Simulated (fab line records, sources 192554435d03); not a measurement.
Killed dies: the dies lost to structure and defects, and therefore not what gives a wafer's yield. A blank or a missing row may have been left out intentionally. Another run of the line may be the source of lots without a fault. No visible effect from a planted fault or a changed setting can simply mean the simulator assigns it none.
A struck lot beside a sound one    flow n5 finfet    26 out of 1938 route steps
Sound: wafers L545.1, L545.2, L545.5. Struck: wafers L556.1, L556.3, L556.5. At the end, the cause is stated.
Each step with rows lists, per side, the tool, then ch with its chambers, then its first start. Under that, the readings that differ: sound wafers    struck wafers    difference of the means    sigmas: that difference in standard deviations of wafers without a fault.
alike: readings with means less than 2 such deviations apart, plus words and numbers identical on both sides. not compared: withheld readings, readings lacking a value on some wafer, bounds such as >300 that could conceal the same value, and numbers that have no deviation in the record and whose values overlap.
Wherever a step has rows on one side only, a row that says differs or no value, or a row with sigmas, the two part there. Non-overlapping numbers with no deviation appear without sigmas and do not part them. Lack of a reading on every wafer of one side parts them only where that side has two or more wafers.

N5_FIN_SAQP_STRIP_77: strips in N2/H2, time 90 s.
  sound on rie diel-03 ch 0,2,3, day 3 14:56; struck on rie diel-03 ch 0,1, day 6 08:50
  alike: chamber pressure mTorr, drypump motor current A, oes product au, rf vpp V, showerhead plenum p Torr, throttle valve pct
  not compared: rf hours counter h
N5_FIN_SAQP_HM_CD_35: target cd 8 nm.
  struck on cd sem-01, day 6 08:58; sound on cd sem-03, day 3 15:04
  alike: cd nm
N5_FIN_SAQP_ETCH_64: etches SiO2 in CF4, target depth 1.5 nm.
  sound on rie si-03 ch 0,2,3, day 3 15:07; struck on rie si-06 ch 0,3, day 6 09:01
  alike: chamber pressure mTorr, drypump motor current A, oes product au, throttle valve pct
  not compared: rf hours counter h
N5_FIN_SAQP_FIN_ETCH_36: etches the open film in HBr/Cl2/O2, target depth 120 nm, time 50.4 s.
  sound on rie si-03 ch 0,2,3, day 3 15:08; struck on rie si-06 ch 0,3, day 6 09:02
  alike: chamber pressure mTorr, drypump motor current A, oes_o_777_au, oes product au, throttle valve pct
  not compared: rf hours counter h
N5_FIN_SAQP_CD_MEAS_37: target cd 8 nm.
  struck on cd sem-03, day 6 09:09; sound on cd sem-01, day 3 15:15
  alike: cd nm
then, 3 steps without rows for these wafers: N5_FIN_SAQP_PRECLEAN_38 (cleans in O3/DIW, time 45 s); N5_FIN_SAQP_PRECLEAN_45 (cleans in dHF, time 10 s); N5_FIN_SAQP_SRD_39 (time 30 s).
N5_FIN_SAQP_OCD_MEAS_76:
  struck on ocd-02, day 6 09:15; sound on ocd-02, day 3 15:21
  alike: trench depth nm
N5_FIN_SAQP_INSPECT_40: inspects for defects (brightfield).
  struck on defect inspect-02, day 6 09:17; sound on defect inspect-02, day 3 15:23
  alike: raw defect count
then, 2 steps without rows for these wafers: N5_FIN_CUT_COAT_18 (time 60 s, resist thk 230 nm); N5_FIN_CUT_COAT_19 (time 60 s, resist thk 20 nm).
N5_FIN_CUT_COAT_29: time 60 s, resist thk 10 nm.
  sound on litho track-04 ch 0, day 3 15:25; struck on litho track-02 ch 0, day 6 09:19
reading               sound                 struck                difference  sigmas
spin speed rpm (rpm)  1497.8 1498.7 1499.7  1552.0 1554.5 1552.7  +54.3       +49
then, 6 steps without rows for these wafers: N5_FIN_CUT_COAT_02 (resist thk 30 nm); N5_FIN_CUT_EBR_04; N5_FIN_CUT_SOFTBAKE_03 (time 60 s); N5_FIN_CUT_EXPOSE_05 (exposes mask FIN CUT); N5_FIN_CUT_PEB_06 (peb time 60 s); N5_FIN_CUT_DEVELOP_07 (develop time 30 s).
N5_FIN_CUT_CD_MEAS_08: target cd 29.1 nm.
  sound on cd sem-01 ch 0, day 3 15:49; struck on cd sem-02 ch 0, day 6 09:35
  alike: cd nm
N5_FIN_CUT_OVL_MEAS_09:
  sound on overlay-02 ch 0, day 3 15:50; struck on overlay-02 ch 0, day 6 09:37
  alike: FIN_CUT_OVL
N5_FIN_CUT_INSPECT_10: inspects for defects (brightfield).
  struck on defect inspect-02, day 6 09:40; sound on defect inspect-02, day 3 15:54
  alike: raw defect count
N5_FIN_CUT_DESCUM_13: chemistry O2, time 7 s.
  sound on rie diel-04 ch 2,3, day 3 16:02; struck on rie diel-04 ch 0,1,3, day 6 09:43
  alike: chamber pressure mTorr, drypump motor current A, oes product au, rf vpp V, showerhead plenum p Torr, throttle valve pct
  not compared: rf hours counter h
N5_FIN_CUT_ETCH_30: etches underlayer in N2/H2, target depth 13 nm, time 10.4 s.
  sound on rie diel-04 ch 2,3, day 3 16:04; struck on rie diel-04 ch 0,1,3, day 6 09:44
reading                   sound              struck             difference  sigmas
model.etch.depth nm (nm)  9.997 10.04 10.01  9.857 9.873 9.867  -0.150      
  alike: chamber pressure mTorr, drypump motor current A, etch rf on time s, oes product au, rf vpp V, showerhead plenum p Torr, throttle valve pct
  not compared: rf hours counter h
N5_FIN_CUT_ETCH_20: etches SiARC in CF4, target depth 26 nm, time 43.3 s.
  sound on rie diel-04 ch 2,3, day 3 16:05; struck on rie diel-04 ch 0,1,3, day 6 09:46
  alike: chamber pressure mTorr, drypump motor current A, etch rf on time s, oes product au, rf vpp V, showerhead plenum p Torr, throttle valve pct
  not compared: rf hours counter h
following that, these wafers have no rows for 1 step: N5_PASSIVATION_PROBE_49.

WHERE THEY PART
Only at N5_FIN_CUT_COAT_29, as far as this record shows. Later steps at which nothing parts them and some readings are alike: N5_FIN_CUT_CD_MEAS_08, N5_FIN_CUT_OVL_MEAS_09, N5_FIN_CUT_INSPECT_10, N5_FIN_CUT_DESCUM_13, N5_FIN_CUT_ETCH_30, N5_FIN_CUT_ETCH_20.

WHY: the cause the simulator had injected
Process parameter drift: litho track-02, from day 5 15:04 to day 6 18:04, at N5_FIN_CUT_COAT_29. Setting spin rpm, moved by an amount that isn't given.
